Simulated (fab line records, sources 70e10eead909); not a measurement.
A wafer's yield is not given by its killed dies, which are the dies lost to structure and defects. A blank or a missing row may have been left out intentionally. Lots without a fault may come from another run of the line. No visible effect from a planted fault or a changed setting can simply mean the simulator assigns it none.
Chamber matching :: flow nand-harc :: NHARC_A_STAIRCASE_DEP_151 on pecvd-04: 3 sister chambers
The step deposits SiO2, target thk 3800 nm. 6 wafers are shown with their chamber, then 8 later ones without.

WAFERS PAIRED WITH THEIR CHAMBERS
wafer: L080.2
chamber: 1
heater-power-w (W): 868
susceptor-temp-C (C): 399.96

wafer: L080.3
chamber: 0
heater-power-w (W): 686
susceptor-temp-C (C): 400.08

wafer: L083.2
chamber: 2
heater-power-w (W): 531
susceptor-temp-C (C): 399.76

wafer: L083.3
chamber: 0
heater-power-w (W): 759
susceptor-temp-C (C): 400.24

wafer: L083.5
chamber: 2
heater-power-w (W): 516
susceptor-temp-C (C): 399.78

wafer: L086.1
chamber: 1
heater-power-w (W): 881
susceptor-temp-C (C): 399.91

WAFERS WHOSE CHAMBER IS MISSING
wafer: L086.2
heater-power-w (W): 613
susceptor-temp-C (C): 400.15

wafer: L086.6
heater-power-w (W): 717
susceptor-temp-C (C): 399.93

wafer: L088.1
heater-power-w (W): 675
susceptor-temp-C (C): 400.02

wafer: L088.3
heater-power-w (W): 921
susceptor-temp-C (C): 400.27

wafer: L088.5
heater-power-w (W): 743
susceptor-temp-C (C): 400.31

wafer: L096.3
heater-power-w (W): 792
susceptor-temp-C (C): 400.25

wafer: L096.5
heater-power-w (W): 703
susceptor-temp-C (C): 400.09

wafer: L096.6
heater-power-w (W): 714
susceptor-temp-C (C): 400.17

WHICH CHAMBER EACH WENT THROUGH
wafer: L086.2
from the rows above: 0
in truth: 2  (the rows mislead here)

wafer: L086.6
from the rows above: can't be placed: 0 or 1
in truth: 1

wafer: L088.1
from the rows above: 0
in truth: 0

wafer: L088.3
from the rows above: can't be placed: 1 or 0
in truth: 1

wafer: L088.5
from the rows above: 0
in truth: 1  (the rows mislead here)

wafer: L096.3
from the rows above: 0
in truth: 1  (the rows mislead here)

wafer: L096.5
from the rows above: 0
in truth: 0

wafer: L096.6
from the rows above: 0
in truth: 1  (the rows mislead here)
Placed correctly: 2 of 8. Unplaceable from these rows: 2, with the true chamber sitting among the candidates in 2. Number placed wrongly: 4.
How it was worked out, from the rows above alone: a wafer's distance from a chamber is the root of the sum, over the readings, of the square of ((its reading less the chamber's mean) divided by the reading's scatter). The wafer belongs to the nearest chamber; if the next one is less than 2 further off, it can't be placed. For every chamber, the mean is computed from those of its wafers that are shown. The scatter: take each reading less its chamber's mean, square it, sum over the shown wafers, divide by the number of wafers less the number of chambers, and take the root.
